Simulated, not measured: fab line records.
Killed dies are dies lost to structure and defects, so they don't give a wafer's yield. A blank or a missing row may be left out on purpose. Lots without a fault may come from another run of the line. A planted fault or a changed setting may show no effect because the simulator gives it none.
Which tool is to blame? || flow nand-harc || 6 lots with 18 wafers sampled at 3 steps, on a route of 1302 steps

WHAT THE GAUGES READ, wafer by wafer
NHARC_END_SORT_01.
{"lot": "L925", "measured": "day 26 21:08", "on": "prober-01", "killed-at-other": "0 1 0"}
{"lot": "L929", "measured": "day 28 04:24", "on": "prober-02", "killed-at-other": "5 3 0"}
{"lot": "L931", "measured": "day 29 13:03", "on": "prober-01", "killed-at-other": "1 0 1"}

WHICH TOOL RAN EACH LOT (tool, then ch and the chambers of the sampled wafers, then the start)
{"lot": "L923", "NHARC_P_BONDPAD_CMP_32": "cmp-04 ch 0,2,3, day 7 18:40", "NHARC_P_BONDPAD_DESCUM_11": "rie-diel-02 ch 1,2,3, day 7 19:40"}
{"lot": "L925", "NHARC_P_BONDPAD_CMP_32": "cmp-04 ch 0,2,3, day 8 23:44", "NHARC_P_BONDPAD_DESCUM_11": "rie-diel-02 ch 1,2,3, day 9 00:45"}
{"lot": "L929", "NHARC_P_BONDPAD_CMP_32": "cmp-01 ch 0,1,2, day 10 10:50", "NHARC_P_BONDPAD_DESCUM_11": "rie-diel-02 ch 1,3, day 10 11:51"}
{"lot": "L931", "NHARC_P_BONDPAD_CMP_32": "cmp-01 ch 1,2, day 11 15:22", "NHARC_P_BONDPAD_DESCUM_11": "rie-diel-02 ch 0,3, day 11 16:23"}
{"lot": "L941", "NHARC_P_BONDPAD_CMP_32": "cmp-04 ch 0,1,2, day 15 01:41", "NHARC_P_BONDPAD_DESCUM_11": "rie-diel-03 ch 0,1, day 15 02:41"}
{"lot": "L943", "NHARC_P_BONDPAD_CMP_32": "cmp-01 ch 1,2,3, day 16 00:40", "NHARC_P_BONDPAD_DESCUM_11": "rie-diel-07 ch 0,1,2, day 16 01:40"}
- NHARC_P_BONDPAD_CMP_32: polishes SiCN, target thk 200 nm.
- NHARC_P_BONDPAD_DESCUM_11: chemistry O2, time 3 s.

THE ANSWER, worked out from the rows above alone
Rule: usual is defined by the lots themselves. The widest of any qualifying gaps counts: lots, ordered by their means at a reading, are off when they make up no more than a third of the lots, leave a main group of 4 or more, and stand apart from it by 3 or more times the standard deviation of that group's means. A main group is skipped when, at the precision printed for the reading in the tables above, its means are all equal. Also off: a lot with no number at a reading for which 4 or more lots have one. Where the step has rows for the other lots, those lots are counted as sound.
No lot is off on any of the readings shown, so nothing can be concluded from this.

WHAT WAS PUT IN BY THE SIMULATOR
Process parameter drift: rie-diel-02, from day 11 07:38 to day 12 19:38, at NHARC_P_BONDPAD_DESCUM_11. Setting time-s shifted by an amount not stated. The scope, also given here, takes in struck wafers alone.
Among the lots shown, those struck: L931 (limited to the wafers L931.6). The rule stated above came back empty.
